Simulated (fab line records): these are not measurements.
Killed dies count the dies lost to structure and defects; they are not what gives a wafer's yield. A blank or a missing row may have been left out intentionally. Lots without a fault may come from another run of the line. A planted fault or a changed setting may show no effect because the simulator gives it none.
fab line records    flow nandHarc
[record] lots = 11  wafers = 33  lastDay = 24
route steps=1159 shown A_CHANNEL_HOLE_D1@463 END@1159
lots untouched by any fault: they come from a run of this same line in which no faults occurred
startH: the number of hours between the record's first day and the start of the first shown wafer of the lot    waitH: how many hours have passed since the lot's step before this one    " unchanged from the row above    L1.1+2: several wafers, shown together as one row    - no value, or no start given    * or withheld: withheld    < > ~ a bound
route shown NAME@n: NAME is a module with steps in the file, n the number in the route of the first one    usual: average and standard deviation across the fault-free wafers    same: alike in all rows    chamber/n: place in a boat    sites: readings site by site    _std_site: their standard deviation    _edge_site: outer sites' mean less inner sites'    radiusMm: for every site, how far away it sits from the centre of the wafer    mask NAME#n: copy n    behind: the tool/chamber that last shaped the wafer    hold: the reason the lot was held/the length of the hold in hours/how it ended    device: whichever transistor did not switch (one of n, p or np)    end of line: tests run on the same wafers once the route is complete    step lacking rows: just its recipe    killed: dies lost to structure and defects at the first sort, not the wafer's yield    map: a wafer's dies, marking killed ones x, the rest . and places with no die _
set.NAME: setting as actually run; set.NAME@STEP: the setting as run at that earlier step    model.NAME: the simulator's own value behind a step, which no gauge read
a sample of lots followed through the steps of the route, with each step as a table and each wafer as a row
services: the hour from which a tool's chamber was out of use, counted from the record's first day as startH (under 0 if before that day), plus the number of hours and why
[[steps]]
[step NHARC_A_CHANNEL_HOLE_D1_OVL_MEAS_11]
[usual] overlayXNm = 0.0/0.84  overlayYNm = 0.1/0.77
lot.wafer  tool        chamber  startH  waitH  overlayXNm  overlayYNm
L925.1     overlay-02  -        170.92  -      -0.9        -0.4
L925.2     "           -        "       "      -0.6        0.0
L925.4     "           -        "       "      -0.6        -0.6
L924.1     overlay-01  -        172.19  -      -0.9        0.9
L924.2     "           -        "       "      -0.7        0.4
L924.3     "           -        "       "      -1.1        0.9
L926.1     overlay-02  -        185.90  -      0.0         -0.3
L926.3     "           -        "       "      -0.1        -0.3
L926.6     "           -        "       "      -0.4        -0.4
L927.3     overlay-01  -        186.17  -      -0.4        0.3
L927.4     "           -        "       "      0.1         0.7
L927.6     "           -        "       "      -0.9        0.3
L933.1     overlay-02  -        224.40  -      0.1         -0.2
L933.3     "           -        "       "      0.1         0.1
L933.6     "           -        "       "      -0.2        0.0
L937.4     overlay-02  -        252.23  -      -0.8        0.1
L937.5     "           -        "       "      -0.4        -0.1
L937.6     "           -        "       "      -0.7        0.3
L936.1     overlay-02  -        256.96  -      -1.3        0.2
L936.2     "           -        "       "      -0.6        0.3
L936.3     "           -        "       "      -0.7        0.7
L935.1     overlay-02  -        257.13  -      0.9         -1.4
L935.3     "           -        "       "      0.8         -1.4
L935.4     "           -        "       "      0.3         -1.7
L940.1     overlay-01  -        271.41  -      0.0         -1.1
L940.2     "           -        "       "      -0.6        -0.9
L940.5     "           -        "       "      -0.1        -1.4
L944.4     overlay-02  -        285.46  -      -0.3        0.0
L944.5     "           -        "       "      0.9         0.2
L944.6     "           -        "       "      0.0         0.7
L945.1     overlay-02  -        301.23  -      0.8         1.2
L945.2     "           -        "       "      0.7         1.3
L945.5     "           -        "       "      0.8         1.1
[step NHARC_A_CHANNEL_HOLE_D1_ETCH_38]
[recipe] targetDepthA = 390  overEtchFrac = 0.3  timeS = 65  ionEnergyEv = 80  cf4FlowSccm = 150  arFlowSccm = 0  rfW = 300  biasW = 100  chemistry = CF4
[usual] drypumpMotorCurrentA = 5.6/0.48  mfcArSccm = 0.011/0.0095  oesProductAu = 0.997/0.013  rfVppV = 151.4/1.1  showerheadPlenumPTorr = 1.78/0.053  throttleValvePct = 13.285/0.0095
lot.wafer  tool        chamber  startH  waitH  drypumpMotorCurrentA  mfcArSccm  oesProductAu  rfHoursCounterH  rfVppV  showerheadPlenumPTorr  throttleValvePct
L925.4     rieDiel-13  3        171.11  0.1    5.9                   0          1.001         4                151.2   1.68                   13.264
L925.2     "           0        "       "      5.3                   0.023      0.985         4                152.6   1.82                   13.289
L925.1     "           2        "       "      5.5                   0          0.982         4                151.9   1.82                   13.291
L924.3     rieDiel-13  0        172.37  0.1    5.3                   0.023      0.999         4                151.2   1.82                   13.293
L924.1     "           1        "       "      4.8                   0.016      1.004         4                153.1   1.78                   13.278
L924.2     "           2        "       "      5.5                   0          0.984         4                151.6   1.82                   13.290
L926.1     rieDiel-08  2        186.08  0.1    5.8                   0.013      0.989         2                151.3   1.75                   13.297
L926.3     "           3        "       "      6.2                   0.012      1.001         2                152.0   1.79                   13.268
L926.6     "           2        "       "      5.8                   0.013      0.989         -                151.3   1.75                   13.292
L927.3     rieDiel-13  3        186.35  0.1    5.9                   0          1.006         6                149.9   1.68                   13.286
L927.4     "           0        "       "      5.4                   0.023      1.006         6                152.4   1.81                   13.276
L927.6     "           3        "       "      5.9                   0          1.009         -                149.9   1.68                   13.293
L933.1     rieDiel-13  3        224.70  0.2    5.9                   0          1.002         9                151.7   1.68                   13.287
L933.3     "           1        "       "      4.8                   0.016      1.000         9                152.0   1.78                   13.269
L933.6     "           3        "       "      5.9                   0          1.005         -                150.1   1.68                   13.281
L937.4     rieDiel-08  0        252.42  0.1    6.4                   0.006      0.988         6                152.6   1.86                   13.283
L937.5     "           2        "       "      5.8                   0.013      0.989         -                151.2   1.75                   13.286
L937.6     "           3        "       "      6.3                   0.012      0.987         -                151.4   1.79                   13.276
L936.2     rieDiel-08  2        257.15  0.1    5.8                   0.013      1.000         6                149.9   1.75                   13.303
L936.3     "           3        "       "      6.3                   0.012      0.991         6                151.9   1.79                   13.284
L936.1     "           0        "       "      6.4                   0.006      1.001         6                153.5   1.86                   13.284
L935.3     rieDiel-13  1        257.32  0.1    4.8                   0.016      1.020         10               151.1   1.78                   13.284
L935.4     "           2        "       "      5.4                   0          0.980         10               150.2   1.82                   13.289
L935.1     "           3        "       "      5.9                   0          1.025         11               150.2   1.68                   13.298
L940.1     rieDiel-08  3        271.61  0.1    6.3                   0.012      0.987         7                153.2   1.79                   13.291
L940.2     "           0        "       "      6.4                   0.006      0.986         8                152.6   1.86                   13.301
L940.5     "           3        "       "      6.3                   0.012      0.992         -                152.2   1.79                   13.259
L944.4     rieDiel-05  2        285.66  0.1    6.2                   0.013      0.991         8                151.2   1.75                   13.281
L944.5     "           3        "       "      6.0                   0          0.993         -                151.0   1.73                   13.279
L944.6     "           0        "       "      5.2                   0          0.993         -                151.5   1.86                   13.268
L945.1     rieDiel-08  1        301.42  0.1    5.2                   0.029      1.004         8                151.8   1.82                   13.286
L945.2     "           3        "       "      6.3                   0.012      0.982         9                152.0   1.79                   13.282
L945.5     "           1        "       "      5.2                   0.029      1.005         -                153.7   1.82                   13.286
[step NHARC_A_CHANNEL_HOLE_D1_ETCH_34]
[recipe] targetDepthA = 1540  timeS = 77  cf4FlowSccm = 100  chf3FlowSccm = 30  arFlowSccm = 0  rfW = 500  biasW = 200  chemistry = CF4/CHF3
[usual] drypumpMotorCurrentA = 5.6/0.48  mfcArSccm = 0.010/0.0096  oesProductAu = 0.939/0.022  rfVppV = 370.9/1.8  showerheadPlenumPTorr = 1.58/0.048  throttleValvePct = 16.802/0.0085
lot.wafer  tool        chamber  startH  waitH  drypumpMotorCurrentA  mfcArSccm  oesProductAu  rfHoursCounterH  rfVppV  showerheadPlenumPTorr  throttleValvePct
L925.2     rieDiel-13  3        171.46  -      5.9                   0          0.925         4                368.3   1.50                   16.802
L925.4     "           0        "       "      5.3                   0.023      0.919         4                373.1   1.62                   16.808
L925.1     "           1        "       "      4.8                   0.016      0.940         4                372.1   1.59                   16.810
L924.3     rieDiel-13  1        172.73  -      4.8                   0.016      0.945         4                372.4   1.59                   16.807
L924.1     "           2        "       "      5.4                   0          0.919         5                371.7   1.62                   16.794
L924.2     "           3        "       "      5.9                   0          0.926         4                368.2   1.50                   16.820
L926.1     rieDiel-08  3        186.42  -      6.3                   0.012      0.954         2                370.6   1.60                   16.808
L926.3     "           0        "       "      6.4                   0.006      0.950         3                372.2   1.66                   16.793
L926.6     "           0        "       "      6.4                   0.006      0.949         -                373.1   1.66                   16.810
L927.3     rieDiel-13  3        186.71  -      5.9                   0          0.972         6                368.5   1.50                   16.805
L927.4     "           0        "       "      5.3                   0.023      0.954         7                371.2   1.62                   16.790
L927.6     "           1        "       "      4.8                   0.016      0.972         -                371.9   1.59                   16.803
L933.1     rieDiel-13  2        225.39  -      5.4                   0          0.900         9                371.6   1.62                   16.784
L933.3     "           3        "       "      5.9                   0          0.928         10               366.7   1.49                   16.802
L933.6     "           1        "       "      4.8                   0.016      0.921         -                372.7   1.59                   16.809
L937.4     rieDiel-08  2        252.77  -      5.8                   0.013      0.951         5                369.4   1.56                   16.814
L937.5     "           0        "       "      6.4                   0.006      0.963         -                372.5   1.66                   16.789
L937.6     "           1        "       "      5.2                   0.029      0.971         -                371.2   1.62                   16.801
L936.2     rieDiel-08  3        257.50  -      6.3                   0.012      0.908         6                372.6   1.59                   16.813
L936.1     "           0        "       "      6.4                   0.006      0.926         6                373.0   1.66                   16.815
L936.3     "           1        "       "      5.2                   0.029      0.931         6                371.8   1.62                   16.800
L935.1     rieDiel-13  1        257.67  -      4.8                   0.016      0.933         10               371.2   1.59                   16.801
L935.3     "           2        "       "      5.4                   0          0.903         10               371.8   1.62                   16.809
L935.4     "           3        "       "      5.9                   0          0.937         11               368.6   1.49                   16.802
L940.1     rieDiel-08  0        272.02  -      6.4                   0.006      0.955         8                374.2   1.66                   16.800
L940.2     "           3        "       "      6.2                   0.012      0.953         7                372.2   1.59                   16.825
L940.5     "           2        "       "      5.8                   0.013      0.950         -                369.3   1.56                   16.805
L944.4     rieDiel-05  3        285.99  -      6.1                   0          0.921         8                368.0   1.54                   16.803
L944.5     "           2        "       "      6.2                   0.013      0.927         -                370.0   1.55                   16.800
L944.6     "           3        "       "      6.0                   0          0.927         -                370.2   1.54                   16.792
L945.1     rieDiel-08  2        301.77  -      5.8                   0.013      0.909         9                368.9   1.56                   16.794
L945.2     "           3        "       "      6.3                   0.012      0.913         9                370.8   1.59                   16.799
L945.5     "           0        "       "      6.4                   0.006      0.923         -                372.6   1.65                   16.800
[step NHARC_A_CHANNEL_HOLE_D1_ETCH_26]
[recipe] biasV = 300  sourceW = 2000  pressureMtorr = 30  timeS = 224.1  arFlowSccm = 375  c4f8FlowSccm = 11.4  o2FlowSccm = 113.6  tempC = -20  targetDepthA = 3000  chemistry = C4F8/O2/Ar
[usual] drypumpMotorCurrentA = 5.8/0.66  mfcArSccm = 374.9/1  showerheadPlenumPTorr = 3.80/0.12  tempC = -19.99/0.11  throttleValvePct = 24.584/0.0095
lot.wafer  tool        chamber  startH  waitH  drypumpMotorCurrentA  mfcArSccm  rfHoursCounterH  showerheadPlenumPTorr  tempC   throttleValvePct
L925.1     harEtch-01  0        175.98  0.7    6.6                   376.2      198              3.87                   -20.00  24.583
L925.2     "           1        "       "      5.4                   376.7      198              3.87                   -19.97  24.575
L925.4     "           0        "       "      6.6                   375.1      -                3.87                   -20.08  24.578
L924.2     harEtch-02  0        177.24  0.7    6.3                   373.1      105              3.62                   -19.93  24.576
L924.1     "           1        "       "      5.0                   373.1      105              3.93                   -20.01  24.577
L924.3     "           0        "       "      6.2                   376.1      -                3.62                   -19.92  24.591
L926.1     harEtch-02  0        190.92  0.7    6.2                   375.5      110              3.62                   -19.87  24.557
L926.3     "           0        "       "      6.3                   375.4      -                3.62                   -19.72  24.586
L926.6     "           0        "       "      6.2                   376.0      -                3.62                   -19.96  24.574
L927.3     harEtch-01  1        191.28  0.5    5.4                   375.0      -                3.87                   -19.85  24.598
L927.4     "           0        "       "      6.6                   374.0      -                3.87                   -20.05  24.576
L927.6     "           1        "       "      5.4                   374.4      -                3.87                   -19.98  24.577
L933.1     harEtch-02  1        233.21  0.6    5.0                   374.4      131              3.91                   -20.11  24.585
L933.3     "           0        "       "      6.3                   375.2      -                3.61                   -20.17  24.575
L933.6     "           1        "       "      5.0                   374.4      -                3.91                   -20.01  24.583
L937.4     harEtch-02  1        257.41  0.4    5.0                   375.3      -                3.91                   -19.99  24.589
L937.6     "           0        "       "      6.3                   372.8      -                3.60                   -20.09  24.589
L937.5     "           1        "       "      5.0                   375.1      -                3.91                   -19.91  24.590
L936.1     harEtch-01  1        262.01  0.7    5.3                   375.4      230              3.85                   -20.22  24.580
L936.2     "           0        "       "      6.6                   374.7      230              3.85                   -20.03  24.583
L936.3     "           1        "       "      5.3                   375.2      -                3.85                   -20.05  24.598
L935.1     harEtch-02  0        262.21  0.7    6.2                   373.7      141              3.60                   -20.12  24.591
L935.3     "           0        "       "      6.3                   374.8      -                3.60                   -20.06  24.591
L935.4     "           1        "       "      5.0                   375.3      -                3.91                   -20.06  24.580
L940.2     harEtch-02  0        276.69  0.7    6.3                   375.9      151              3.60                   -19.91  24.598
L940.1     "           1        "       "      5.0                   374.7      151              3.90                   -19.78  24.578
L940.5     "           1        "       "      5.0                   374.2      -                3.90                   -19.82  24.602
L944.4     harEtch-01  1        290.62  0.4    5.4                   374.2      -                3.84                   -19.93  24.585
L944.5     "           0        "       "      6.6                   377.4      -                3.84                   -19.98  24.596
L944.6     "           1        "       "      5.4                   374.3      -                3.84                   -19.88  24.589
L945.2     harEtch-02  1        306.30  0.7    5.0                   376.4      160              3.90                   -19.79  24.577
L945.1     "           0        "       "      6.2                   376.2      160              3.59                   -19.92  24.582
L945.5     "           0        "       "      6.2                   376.2      -                3.59                   -20.05  24.574
[step NHARC_A_CHANNEL_HOLE_D1_INSPECT_40]
[usual] rawDefectCount = 59/16
lot.wafer  tool              chamber  startH  waitH  rawDefectCount
L925.1     defectInspect-01  -        177.92  -      57
L925.2     "                 -        "       "      50
L925.4     "                 -        "       "      48
L924.1     defectInspect-02  -        179.17  -      41
L924.2     "                 -        "       "      44
L924.3     "                 -        "       "      34
L926.1     defectInspect-01  -        192.87  -      31
L926.3     "                 -        "       "      40
L926.6     "                 -        "       "      60
L927.3     defectInspect-01  -        193.15  -      93
L927.4     "                 -        "       "      64
L927.6     "                 -        "       "      79
L933.1     defectInspect-02  -        235.11  -      1018
L933.3     "                 -        "       "      992
L933.6     "                 -        "       "      1019
L937.4     defectInspect-01  -        259.24  -      84
L937.5     "                 -        "       "      45
L937.6     "                 -        "       "      38
L936.1     defectInspect-01  -        263.94  -      63
L936.2     "                 -        "       "      56
L936.3     "                 -        "       "      51
L935.1     defectInspect-02  -        264.13  -      1006
L935.3     "                 -        "       "      1031
L935.4     "                 -        "       "      1026
L940.1     defectInspect-02  -        278.82  -      69
L940.2     "                 -        "       "      47
L940.5     "                 -        "       "      56
L944.4     defectInspect-01  -        292.47  -      76
L944.5     "                 -        "       "      72
L944.6     "                 -        "       "      87
L945.1     defectInspect-01  -        308.23  -      45
L945.2     "                 -        "       "      44
L945.5     "                 -        "       "      62
[step NHARC_END_SORT_01]
[recipe] tempC = 25
[usual] killedAtArray = 26/8.4  killedAtOther = 0.7/0.97  killedAtPeriphery = 3.2/2.2  killedDies = 30/8.5  killedOpen = 3.4/2  killedShort = 2/1.3
[same] grossDies = 677
lot.wafer  tool       chamber  startH  waitH  killedAtArray  killedAtOther  killedAtPeriphery  killedDies  killedOpen  killedShort
L933.1     prober-02  0        497.51  2.5    104            0              1                  105         4           2
L933.3     prober-02  0        499.11  3.1    119            1              6                  126         8           2
L933.6     prober-02  0        501.51  4.0    126            0              1                  127         3           1
L935.1     prober-02  0        520.81  2.5    127            0              5                  132         2           1
L935.3     prober-02  0        522.40  3.1    107            0              0                  107         2           1
L935.4     prober-02  0        523.20  3.4    121            1              1                  123         3           0
// killed by level:class
L933.1 A_CHANNEL_HOLE_D1:unspecified=74 A_SLIT:chamberFilmFlake=15 A_STAIRCASE:chamberFilmFlake=6 A_CHANNEL_HOLE_D1:chamberFilmFlake=3 A_ONON_D1:geometricParticle:open=1 A_ONON_D1:geometricParticle:short=1 A_CHANNEL_FILL_D1:geometricParticle:open=1 A_WL_FILL:geometricParticle:open=1
L933.3 A_CHANNEL_HOLE_D1:unspecified=93 A_SLIT:chamberFilmFlake=13 A_CHANNEL_HOLE_D1:chamberFilmFlake=6 P_GATE:geometricParticle:open=2 P_GATE:geometricParticle:short=1 P_CONTACT:geometricParticle:open=1 P_M0:geometricParticle:open=1 A_ONON_D1:geometricParticle:open=1
L933.6 A_CHANNEL_HOLE_D1:unspecified=102 A_SLIT:chamberFilmFlake=9 A_STAIRCASE:chamberFilmFlake=7 A_CONTACT:chamberFilmFlake=3 A_CHANNEL_FILL_D1:geometricParticle:short=1 A_SGD_CUT:geometricParticle:open=1 A_BLC:geometricParticle:open=1 A_M0:geometricParticle:open=1
L935.1 A_CHANNEL_HOLE_D1:unspecified=104 A_SLIT:chamberFilmFlake=10 A_CHANNEL_HOLE_D1:chamberFilmFlake=4 A_CONTACT:chamberFilmFlake=4 A_CHANNEL_FILL_D1:chamberFilmFlake=2 P_GATE:geometricParticle:short=1 P_GATE:geometricParticle:open=1 A_WL_FILL:geometricParticle:open=1
L935.3 A_CHANNEL_HOLE_D1:unspecified=71 A_SLIT:chamberFilmFlake=17 A_CHANNEL_HOLE_D1:chamberFilmFlake=7 A_CONTACT:chamberFilmFlake=5 A_STAIRCASE:chamberFilmFlake=3 A_CHANNEL_FILL_D1:geometricParticle:open=1 A_WL_FILL:geometricParticle:short=1 A_CONTACT:geometricParticle:open=1
L935.4 A_CHANNEL_HOLE_D1:unspecified=100 A_SLIT:chamberFilmFlake=9 A_STAIRCASE:chamberFilmFlake=5 A_CHANNEL_FILL_D1:chamberFilmFlake=2 A_WL_FILL:geometricParticle:open=1 A_BLC:geometricParticle:open=1 A_M0:geometricParticle:open=1 P_STI:chamberFilmFlake=1
[[services]]
tool        chamber  startH  hours  kind
rieDiel-13  0        157.00  -      clean
rieDiel-13  1        157.00  -      clean
rieDiel-13  2        157.00  -      clean
rieDiel-13  3        157.00  -      clean
rieDiel-08  0        158.34  -      clean
rieDiel-08  1        158.34  -      clean
rieDiel-08  2        158.34  -      clean
rieDiel-08  3        158.34  -      clean
rieDiel-05  -        163.60  9.0    pm
rieDiel-13  0        181.50  -      clean
rieDiel-13  1        181.50  -      clean
rieDiel-13  2        181.50  -      clean
rieDiel-13  3        181.50  -      clean
rieDiel-08  0        182.84  -      clean
rieDiel-08  1        182.84  -      clean
rieDiel-08  2        182.84  -      clean
rieDiel-08  3        182.84  -      clean
rieDiel-08  2        225.44  3.0    repair
rieDiel-05  3        247.42  4.0    repair
rieDiel-05  0        257.70  2.1    repair
rieDiel-08  1        268.94  17.0   repair
rieDiel-13  -        276.00  9.0    pm
rieDiel-08  3        296.12  1.3    repair
rieDiel-08  -        301.84  9.0    pm
[[key]]
[firstSign] step = NHARC_A_CHANNEL_HOLE_D1_INSPECT_40  reading = rawDefectCount  direction = up  sigmas = 61  usual = 59  struck = 1015
[effect] step = NHARC_END_SORT_01  reading = killedAtArray  direction = up  sigmas = 11  usual = 26  struck = 117
[moreKillsBornAt] NHARC_A_CHANNEL_HOLE_D1_ETCH_34@rieDiel-13 = 543
metAt NHARC_A_CHANNEL_HOLE_D1_ETCH_34
struckLots L933,L935
testerLeftOut L933,L935
notActingAt NHARC_A_CHANNEL_HOLE_D1_OVL_MEAS_11,NHARC_A_CHANNEL_HOLE_D1_ETCH_38,NHARC_A_CHANNEL_HOLE_D1_ETCH_26
onsetBetween 186.71 225.39
[fault] kind = chamberParticleSource  tool = rieDiel-13  chamber = -  onsetH = 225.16  steps = NHARC_A_CHANNEL_HOLE_D1_ETCH_34  ratePerVisitCm2 = 1.4809  endH = 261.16
// testerLeftOut: of these lots the tester's yield and bins aren't shown, on N5 and GAA mostly nor the transistor test; their killed dies are dies lost to structure and defects alone, not to doping, threshold or leakage, so they don't give the yield
